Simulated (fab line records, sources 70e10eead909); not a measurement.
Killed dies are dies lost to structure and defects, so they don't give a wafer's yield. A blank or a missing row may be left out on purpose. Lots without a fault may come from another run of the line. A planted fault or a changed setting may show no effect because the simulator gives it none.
Chamber matching | flow nand_harc | NHARC_A_CHANNEL_FILL_D1_ALD_16 on ald_hk-02: 4 sister chambers
The step deposits SiO2, target thk 1.5 nm, pulse time 10 s, ald cycles 15. 4 wafers are shown with their chamber, then 8 later ones without.

WAFERS WITH THEIR CHAMBER
wafer  | chamber | heater_power_w (W)
L090.5 | 3       | 534
L093.4 | 0       | 365
L093.6 | 2       | 402
L094.1 | 1       | 494

WAFERS WITHOUT THEIR CHAMBER
wafer  | heater_power_w (W)
L094.3 | 365
L094.4 | 527
L096.2 | 407
L096.3 | 490
L096.5 | 497
L097.2 | 483
L097.4 | 392
L097.5 | 536

WHICH CHAMBER EACH WENT THROUGH
wafer  | from the rows above | in truth
L094.3 | 0                   | 0
L094.4 | 3                   | 3
L096.2 | 2                   | 2
L096.3 | 1                   | 1
L096.5 | 1                   | 1
L097.2 | 1                   | 1
L097.4 | 2                   | 2
L097.5 | 3                   | 3
Placed correctly: 8 of 8. Can't be placed from these rows: 0. Placed wrongly: 0.
How it was worked out, from the rows above alone: a wafer's distance from a chamber is the root of the sum, over the readings, of the square of ((its reading less the chamber's mean) divided by the reading's scatter). The wafer belongs to the nearest chamber; if the next one is less than 2 further off, it can't be placed. A chamber's mean is the mean of its shown wafers. The scatter: with one shown wafer a chamber, the root of the mean of the squares of how far each hidden wafer lies from its nearest shown one.
